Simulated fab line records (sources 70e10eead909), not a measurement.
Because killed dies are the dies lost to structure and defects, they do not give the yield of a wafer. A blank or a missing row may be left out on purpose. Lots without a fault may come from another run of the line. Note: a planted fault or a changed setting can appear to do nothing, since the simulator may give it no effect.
Struck lot and sound lot, side by side	flow nand harc	14 out of 1159 route steps
Sound: these wafers, L161.3, L161.4, L161.5. Struck: wafer L169.5 (L169.2, L169.6, from the same lot, were not struck and are left out); the cause is given at the end.
Per side, at each step with rows, come the tool, then ch with its chambers, and then its first start. Under that, the readings that differ: sound wafers	struck wafers	difference of the means	sigmas: that difference in standard deviations of wafers without a fault.
alike: words and numbers the same on both sides, and readings whose means are apart by under 2 such deviations; not compared: readings that were withheld, readings missing a value for some wafer, numbers with overlapping values and no deviation given by the record, and bounds like >300 which may hide the same value.
The two part at a step that has a row with sigmas, a row that says differs or no value, or rows on one side only. Numbers that have no deviation but don't overlap get no sigmas and don't part them. A reading missing from all wafers of one side parts the sides only when that side holds two or more wafers.

NHARC_A_ZERO_WELL_INSPECT_17:
  sound on defect inspect-02 at day 7 22:14; struck on defect inspect-01 at day 10 10:04
  alike: raw defect count
then, 3 steps without rows for these wafers: NHARC_A_SOURCE_PLATE_PRECLEAN_00 (cleans in HF-LAST, time 60 s); NHARC_A_SOURCE_PLATE_SRD_01; NHARC_A_SOURCE_PLATE_OXIDE_02 (material SiO2, target thk 10 nm, ox time 1362 s).
NHARC_A_SOURCE_PLATE_THK_MEAS_09: measures by ellipsometry.
  sound on film metro-02 at day 8 05:20; struck on film metro-02 at day 10 20:31
  alike: thk nm
then, 3 steps without rows for these wafers: NHARC_A_SOURCE_PLATE_PVD_04 (deposits WSi2, target thk 50 nm); NHARC_A_SOURCE_PLATE_CVD_03 (deposits poly-Si, target thk 200 nm, time 4000 s); NHARC_A_SOURCE_PLATE_ANNEAL_05 (time 1800 s).
NHARC_A_SOURCE_PLATE_THK_MEAS_06: measures by ellipsometry.
  sound on film metro-01 at day 8 18:26; struck on film metro-02 at day 11 09:50
  alike: thk nm
NHARC_A_SOURCE_PLATE_INSPECT_08:
  sound on defect inspect-02 at day 8 18:31; struck on defect inspect-01 at day 11 09:56
  alike: raw defect count
NHARC_A_ONON_D1_DEP_00: target thk 1000 nm.
  sound on pecvd onon-01 ch 0, day 8 18:54; struck on pecvd onon-01 ch 0, day 11 10:04
reading	sound	struck	difference	sigmas
susceptor temp C (C)	400.20 400.21 400.02	399.73	-0.41	-2
NHARC_A_ONON_D1_THK_MEAS_02: measures by ellipsometry.
  sound on film metro-01 at day 8 19:18; struck on film metro-01 at day 11 10:31
reading	sound	struck	difference	sigmas
thk nm (nm)	1009 1009 1008	1317	+308	+33
then, no rows for these wafers at 1 step: NHARC_A_ONON_D1_DEP_03 (target thk 1000 nm).
-- record jumps: 12 days between struck wafers' starts before vs after; left off in module A_ONON_D1, resumes in module END, first step shown is number 1159 of the route --
NHARC_END_SORT_01:
  at this point the record logs the struck wafers (prober-02 ch 0, day 23 09:31) and has no rows for the sound ones

WHERE THEY PART
First at NHARC_A_ONON_D1_DEP_00; last, within this record, at NHARC_END_SORT_01.

WHY: the cause the simulator had injected
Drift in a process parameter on pecvd onon-01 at NHARC_A_ONON_D1_DEP_00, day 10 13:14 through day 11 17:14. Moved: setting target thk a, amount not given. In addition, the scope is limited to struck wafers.
